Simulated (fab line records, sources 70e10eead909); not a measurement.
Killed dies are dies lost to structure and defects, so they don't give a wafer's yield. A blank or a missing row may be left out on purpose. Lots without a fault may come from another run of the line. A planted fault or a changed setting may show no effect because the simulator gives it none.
fab line records | flow nand_harc
record lots=11 wafers=33 last_day=33
route steps=1302 shown A_CHANNEL_HOLE_D2@587 A_CHANNEL_FILL_D2@613 END@1302
lots that met no fault: from a run of the same line without faults
start_h: hours from the record's first day to the start of the lot's first wafer shown | wait_h: hours since the lot's step before | " the same as in the row above | L1.1+2: a row that stands for several wafers | - no value, or no start given | * or withheld: withheld | < > ~ a bound
route shown NAME@n: a module of which the file shows steps, and the number in the route of the first | usual: mean/standard deviation of fault-free wafers | same: alike in all rows | chamber/n: place in a boat | sites: the reading at each site | _std_site: their standard deviation | _edge_site: outer sites' mean less inner sites' | radius_mm: how far each site lies from the wafer's centre | mask NAME#n: copy n | behind: the tool/chamber that last shaped the wafer | hold: why the lot was held/for how many hours/how that ended | device: the transistor (n, p or np) that didn't switch | end of line: the same wafers' tests at the end of the route | a step without rows: its recipe alone | killed: dies lost to structure and defects at the first sort, not the wafer's yield | map: a wafer's dies, x killed, . not, _ none there
set.NAME: the setting as run; set.NAME@STEP: as run at that earlier step | model.NAME: the simulator's own value behind a step, which no gauge read
steps of the route over a sample of lots; a table a step, a row a wafer
services: from which hour (start_h, from the record's first day; less than 0 if before it) a tool's chamber was out of use, for how many hours, and why
## steps
# step NHARC_A_CHANNEL_HOLE_D2_ETCH_39
# recipe target_depth_a=2600 over_etch_frac=0.3 time_s=325 ion_energy_ev=200 n2_flow_sccm=150 h2_flow_sccm=150 ar_flow_sccm=0 rf_w=400 bias_w=150 chemistry=N2/H2
# usual drypump_motor_current_A=5.7/0.46 n2_flow_sccm=150.0/0.42 oes_product_au=0.999/0.014 rf_vpp_V=430.6/2.7 showerhead_plenum_p_Torr=2.05/0.093 throttle_valve_pct=14.170/0.0097
# columns lot.wafer tool chamber start_h wait_h drypump_motor_current_A n2_flow_sccm oes_product_au rf_hours_counter_h rf_vpp_V showerhead_plenum_p_Torr throttle_valve_pct
L434.3 rie_diel-03 3 - - 5.9 150.7 0.981 7 430.0 2.00 14.167
L434.5 " 3 " " 5.9 149.9 0.984 - 430.3 2.00 14.170
L434.6 " 0 " " 6.2 150.0 1.000 - 432.6 2.09 14.167
L436.1 rie_diel-03 0 - - 6.1 150.6 0.985 1 432.8 2.09 14.176
L436.3 " 1 " " 5.1 150.1 1.018 1 434.0 2.17 14.160
L436.6 " 3 " " 5.9 150.1 0.985 - 429.5 2.00 14.174
L438.2 rie_diel-03 1 - - 5.1 149.4 1.012 2 434.2 2.17 14.165
L438.4 " 3 " " 5.9 149.9 0.986 2 429.6 2.00 14.176
L438.5 " 1 " " 5.1 150.4 1.009 - 434.9 2.17 14.155
L437.1 rie_diel-04 1 - - 5.0 150.0 1.008 9 430.4 2.06 14.175
L437.5 " 3 " " 5.2 150.1 0.992 - 427.7 1.90 14.168
L437.6 " 0 " " 5.4 149.9 1.005 - 428.7 1.96 14.170
L439.3 rie_diel-01 0 - - 6.4 150.7 0.998 9 427.5 1.95 14.149
L439.2 " 2 " " 5.8 150.3 1.003 9 434.5 2.17 14.168
L439.5 " 0 " " 6.4 150.0 0.990 - 428.2 1.95 14.190
L440.4 rie_diel-01 2 - - 5.7 150.1 1.016 11 434.1 2.17 14.186
L440.6 " 1 " " 6.0 150.1 0.992 - 432.2 2.13 14.164
L440.5 " 2 " " 5.7 150.2 1.017 - 435.1 2.17 14.176
L443.3 rie_diel-03 0 - - 6.2 150.5 1.003 4 432.7 2.09 14.160
L443.5 " 3 " " 5.9 149.5 0.981 - 429.3 2.00 14.180
L443.6 " 0 " " 6.2 150.7 0.989 - 431.2 2.09 14.167
L454.1 rie_diel-01 2 - - 5.7 150.7 1.004 4 434.6 2.17 14.175
L454.3 " 3 " " 5.9 150.5 1.026 4 431.5 2.02 14.192
L454.5 " 0 " " 6.4 150.1 0.977 - 428.0 1.94 14.156
L456.4 rie_diel-04 0 - - 5.4 150.1 1.014 10 428.0 1.95 14.160
L456.1 " 1 " " 5.0 150.2 1.000 9 430.9 2.05 14.169
L456.5 " 3 " " 5.2 150.0 0.998 - 427.3 1.90 14.167
L455.4 rie_diel-01 3 - - 5.9 149.7 1.026 6 429.1 2.02 14.178
L455.2 " 1 " " 6.0 149.5 0.997 5 433.1 2.13 14.169
L455.5 " 3 " " 5.9 150.5 1.025 - 428.7 2.02 14.147
L457.2 rie_diel-03 0 - - 6.1 150.4 1.006 2 432.0 2.09 14.184
L457.3 " 1 " " 5.1 150.1 0.992 2 434.5 2.17 14.171
L457.6 " 3 " " 5.9 149.9 1.003 - 429.8 2.00 14.151
# step NHARC_A_CHANNEL_HOLE_D2_ETCH_23
# recipe bias_v=5000 source_w=withheld pressure_mtorr=20 time_s=819 ar_flow_sccm=375 c4f8_flow_sccm=89.3 o2_flow_sccm=35.7 temp_c=-20 target_depth_a=16000 chemistry=C4F8/O2/Ar
# usual drypump_motor_current_A=5.42/0.18 o2_flow_sccm=35.70/0.11 showerhead_plenum_p_Torr=3.66/0.1 throttle_valve_pct=32.155/0.0085
# columns lot.wafer tool chamber start_h wait_h drypump_motor_current_A o2_flow_sccm rf_hours_counter_h showerhead_plenum_p_Torr throttle_valve_pct
L434.3 har_etch-02 0 288.95 0.5 5.29 35.74 - 3.57 32.160
L434.5 " 0 " " 5.28 35.82 - 3.57 32.152
L434.6 " 1 " " 5.28 35.90 - 3.74 32.154
L436.1 har_etch-02 0 314.19 0.5 5.24 35.67 375 3.56 32.162
L436.3 " 0 " " 5.24 35.80 - 3.56 32.154
L436.6 " 0 " " 5.22 35.76 - 3.56 32.152
L438.2 har_etch-02 1 332.86 0.5 5.26 35.61 371 3.73 32.157
L438.4 " 1 " " 5.25 35.49 - 3.72 32.154
L438.5 " 1 " " 5.26 35.67 - 3.72 32.158
L437.1 har_etch-01 0 333.72 0.5 5.68 35.86 173 3.69 32.165
L437.6 " 1 " " 5.43 35.74 - 3.60 32.151
L437.5 " 0 " " 5.69 35.92 - 3.69 32.158
L439.2 har_etch-01 1 337.78 0.5 5.41 35.50 177 3.60 32.146
L439.3 " 0 " " 5.68 35.65 - 3.69 32.161
L439.5 " 0 " " 5.70 35.66 - 3.69 32.162
L440.4 har_etch-02 0 354.02 0.5 5.25 35.73 - 3.55 32.147
L440.5 " 1 " " 5.26 35.78 - 3.72 32.167
L440.6 " 0 " " 5.28 35.66 - 3.55 32.167
L443.3 har_etch-01 0 395.79 0.5 5.68 35.59 - 3.67 32.151
L443.6 " 1 " " 5.42 35.60 - 3.58 32.150
L443.5 " 0 " " 5.71 35.72 - 3.67 32.157
L454.1 har_etch-01 0 492.16 0.5 5.71 35.52 265 3.64 32.135
L454.3 " 0 " " 5.71 35.59 - 3.64 32.155
L454.5 " 1 " " 5.40 35.70 - 3.55 32.163
L456.1 har_etch-01 1 505.61 0.5 5.38 35.63 273 3.55 32.148
L456.4 " 1 " " 5.37 35.60 - 3.55 32.164
L456.5 " 0 " " 5.72 35.66 - 3.63 32.162
L455.2 har_etch-02 0 506.51 0.5 5.23 35.83 70 3.89 32.151
L455.4 " 1 " " 5.26 35.60 - 3.67 32.157
L455.5 " 1 " " 5.29 35.62 - 3.67 32.171
L457.2 har_etch-01 1 530.62 0.5 5.41 35.66 288 3.54 32.154
L457.3 " 0 " " 5.67 35.85 - 3.63 32.155
L457.6 " 1 " " 5.41 35.80 - 3.54 32.143
# step NHARC_A_CHANNEL_FILL_D2_ALD_03
# recipe target_thk_a=60 pulse_time_s=60 ald_cycles=58 temp_c=630 pressure_torr=2 material=SiNx
# usual precursor_pulse_height_rel=1.001/0.021 susceptor_temp_C=630.06/0.28
# columns lot.wafer tool chamber start_h wait_h precursor_pulse_height_rel susceptor_temp_C
L434.3 ald_sin_batch-01 0 296.63 - 0.982 629.59
L434.5 " 0 " " 1.020 630.55
L434.6 " 0 " " 0.991 630.12
L436.1 ald_sin_batch-01 0 321.97 - 0.999 630.10
L436.3 " 0 " " 1.040 629.92
L436.6 " 0 " " 1.014 630.08
L437.1 ald_sin_batch-02 0 341.14 - 1.053 630.32
L437.5 " 0 " " 1.012 630.24
L437.6 " 0 " " 0.984 630.01
L438.2 ald_sin_batch-02 0 341.14 - 1.017 629.67
L438.4 " 0 " " 1.028 630.10
L438.5 " 0 " " 1.033 629.45
L439.2 ald_sin_batch-02 0 345.67 - 1.030 629.97
L439.3 " 0 " " 1.039 630.16
L439.5 " 0 " " 0.998 629.95
L440.4 ald_sin_batch-01 0 361.59 - 0.969 630.50
L440.5 " 0 " " 0.997 630.45
L440.6 " 0 " " 0.990 630.09
L443.3 ald_sin_batch-02 0 403.34 - 1.004 645.34
L443.5 " 0 " " 0.992 645.55
L443.6 " 0 " " 0.994 645.85
L454.1 ald_sin_batch-01 0 500.37 - 1.013 630.04
L454.3 " 0 " " 1.016 629.83
L454.5 " 0 " " 1.003 630.20
L455.2 ald_sin_batch-02 0 513.39 - 0.997 630.28
L455.4 " 0 " " 0.989 629.86
L455.5 " 0 " " 0.978 629.64
L456.1 ald_sin_batch-02 0 513.39 - 0.983 629.73
L456.4 " 0 " " 0.981 629.96
L456.5 " 0 " " 1.021 630.22
L457.2 ald_sin_batch-01 0 538.86 - 0.983 630.07
L457.3 " 0 " " 1.037 630.42
L457.6 " 0 " " 1.003 630.22
# step NHARC_A_CHANNEL_FILL_D2_STRIP_28
# recipe time_s=20 o2_flow_sccm=500 ar_flow_sccm=0 bias_w=0 chemistry=O2
# usual drypump_motor_current_A=5.7/0.33 o2_flow_sccm=500.2/1.5 oes_product_au=1.006/0.014 rf_vpp_V=57.7/0.96 showerhead_plenum_p_Torr=3.51/0.16 throttle_valve_pct=17.038/0.0086
# columns lot.wafer tool chamber start_h wait_h drypump_motor_current_A o2_flow_sccm oes_product_au rf_hours_counter_h rf_vpp_V showerhead_plenum_p_Torr throttle_valve_pct
L434.3 rie_diel-05 2 318.48 0.1 6.1 501.4 0.993 1 58.4 3.49 17.027
L434.5 " 3 " " 6.1 501.4 0.994 - 58.3 3.78 17.030
L434.6 " 0 " " 5.6 498.9 1.018 - 57.8 3.37 17.050
L436.3 rie_diel-08 2 342.98 0.1 5.2 500.5 1.008 5 59.0 3.74 17.038
L436.1 " 1 " " 5.7 497.3 0.992 4 56.8 3.63 17.044
L436.6 " 2 " " 5.2 501.1 1.002 - 57.9 3.74 17.053
L438.4 rie_diel-05 0 361.97 0.1 5.6 498.8 1.025 3 58.7 3.37 17.048
L438.2 " 3 " " 6.1 499.6 1.011 3 58.5 3.78 17.055
L438.5 " 0 " " 5.6 498.6 1.027 - 57.3 3.37 17.041
L437.1 rie_diel-08 0 361.97 0.1 5.7 498.3 0.990 6 58.9 3.53 17.030
L437.6 " 0 " " 5.8 500.7 0.993 - 58.8 3.53 17.027
L437.5 " 1 " " 5.7 501.3 0.980 - 58.6 3.63 17.048
L439.3 rie_diel-05 2 366.65 0.1 6.0 500.9 1.000 3 56.8 3.49 17.036
L439.2 " 0 " " 5.6 498.2 1.041 3 56.0 3.37 17.041
L439.5 " 1 " " 6.0 500.4 0.994 - 57.9 3.52 17.051
L440.4 rie_diel-08 0 382.08 0.1 5.8 500.7 1.006 0 57.6 3.53 17.033
L440.5 " 3 " " 5.5 500.3 1.018 - 56.8 3.35 17.035
L440.6 " 0 " " 5.8 498.7 1.016 - 58.0 3.53 17.029
L443.3 rie_diel-13 0 425.30 0.1 5.0 501.7 1.021 13 57.9 3.29 17.042
L443.6 " 0 " " 5.0 500.2 1.021 - 57.2 3.29 17.030
L443.5 " 1 " " 6.2 499.6 1.001 - 56.0 3.29 17.044
L454.1 rie_diel-08 3 521.92 0.1 5.5 499.1 1.017 4 58.3 3.35 17.033
L454.3 " 1 " " 5.7 499.5 0.982 4 59.0 3.62 17.035
L454.5 " 2 " " 5.2 499.7 1.007 - 57.4 3.74 17.036
L456.1 rie_diel-05 0 535.38 0.1 5.5 500.8 1.028 3 57.5 3.37 17.022
L456.4 " 1 " " 6.0 500.4 0.990 3 55.9 3.51 17.041
L456.5 " 3 " " 6.1 500.6 1.013 - 59.8 3.77 17.040
L455.4 rie_diel-13 0 535.41 0.1 5.0 497.7 1.013 1 54.8 3.28 17.039
L455.2 " 1 " " 6.2 502.3 1.000 1 58.1 3.28 17.037
L455.5 " 3 " " 5.5 499.3 1.013 - 57.9 3.37 17.021
L457.3 rie_diel-05 1 559.89 0.1 6.0 497.3 0.975 3 59.1 3.51 17.050
L457.2 " 3 " " 6.1 499.5 1.016 4 56.9 3.77 17.041
L457.6 " 2 " " 6.0 499.1 1.025 - 57.3 3.48 17.038
# step NHARC_END_SORT_01
# recipe temp_c=25
# usual killed_at_array=52/18 killed_at_other=1.0/1.4 killed_at_periphery=3.1/2.3 killed_dies=56/17 killed_open=3.0/1.7 killed_short=2.5/1.7
# same gross_dies=677
# columns lot.wafer tool chamber start_h wait_h killed_at_array killed_at_other killed_at_periphery killed_dies killed_open killed_short
L443.3 prober-02 0 659.46 3.1 70 0 1 71 2 2
L443.5 prober-02 0 661.06 3.7 60 0 2 62 1 3
L443.6 prober-02 0 661.86 4.0 47 0 3 50 1 1
# killed by level:class
L443.3 A_CHANNEL_HOLE_D1:chamber_film_flake=38 A_CHANNEL_HOLE_D2:chamber_film_flake=15 A_CONTACT:chamber_film_flake=8 A_BLC:chamber_film_flake=4 A_DECK1_JOINT:geometric_particle:short=2 P_GATE:geometric_particle:open=1 A_DECK1_JOINT:geometric_particle:open=1 A_STAIRCASE:chamber_film_flake=1
L443.5 A_CHANNEL_HOLE_D1:chamber_film_flake=21 A_CHANNEL_HOLE_D2:chamber_film_flake=14 A_CONTACT:chamber_film_flake=13 A_CHANNEL_FILL_D1:chamber_film_flake=2 A_DECK1_JOINT:chamber_film_flake=2 A_SLIT:chamber_film_flake=2 A_CHANNEL_HOLE_D1:geometric_particle:open=1 A_CHANNEL_FILL_D1:geometric_particle:short=1
L443.6 A_CHANNEL_HOLE_D1:chamber_film_flake=25 A_CHANNEL_HOLE_D2:chamber_film_flake=12 A_CONTACT:chamber_film_flake=5 A_BLC:chamber_film_flake=2 P_M0:geometric_particle:open=1 A_CHANNEL_HOLE_D2:geometric_particle:short=1 P_STI:chamber_film_flake=1 P_GATE:chamber_film_flake=1
## services
# columns tool chamber start_h hours kind
ald_sin_batch-02 - 266.00 26.0 pm
rie_diel-03 - 288.12 9.0 pm
rie_diel-08 2 292.48 4.4 repair
rie_diel-05 2 292.98 7.7 repair
rie_diel-05 1 295.27 3.9 repair
rie_diel-01 1 326.90 7.0 repair
rie_diel-03 1 331.50 14.4 repair
rie_diel-08 - 346.28 3.4 repair
rie_diel-08 0 367.47 8.9 repair
rie_diel-08 - 367.80 9.0 pm
har_etch-02 - 379.55 17.0 pm
rie_diel-03 - 391.97 0.4 repair
rie_diel-05 1 406.30 20.9 repair
rie_diel-05 - 406.63 9.0 pm
rie_diel-03 2 411.33 8.8 repair
rie_diel-03 0 414.26 4.5 repair
rie_diel-03 0 419.33 10.2 repair
rie_diel-05 - 457.52 1.5 repair
rie_diel-03 - 465.17 9.0 pm
rie_diel-03 2 481.96 8.5 repair
rie_diel-05 - 503.81 0.2 repair
ald_sin_batch-01 - 506.00 26.0 pm
ald_sin_batch-02 - 538.47 2.6 repair
har_etch-02 - 540.37 7.6 repair
## key
first_sign step=NHARC_A_CHANNEL_FILL_D2_ALD_03 reading=susceptor_temp_C direction=up sigmas=55 usual=* struck=*
effect none on later readings
met_at NHARC_A_CHANNEL_FILL_D2_ALD_03
struck_lots L443
tester_left_out L443
not_acting_at NHARC_A_CHANNEL_HOLE_D2_ETCH_39,NHARC_A_CHANNEL_HOLE_D2_ETCH_23,NHARC_A_CHANNEL_FILL_D2_STRIP_28
onset_between 345.67 403.34
fault kind=process_parameter_drift tool=ald_sin_batch-02 chamber=- onset_h=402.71 steps=NHARC_A_CHANNEL_FILL_D1_ALD_03,NHARC_A_CHANNEL_FILL_D1_ALD_15,NHARC_A_CHANNEL_FILL_D2_ALD_03,NHARC_A_CHANNEL_FILL_D2_ALD_15 channel=temp_c offset=* shape=step end_h=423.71 stated=*
# tester_left_out: of these lots the tester's yield and bins aren't shown, on N5 and GAA mostly nor the transistor test; their killed dies are dies lost to structure and defects alone, not to doping, threshold or leakage, so they don't give the yield
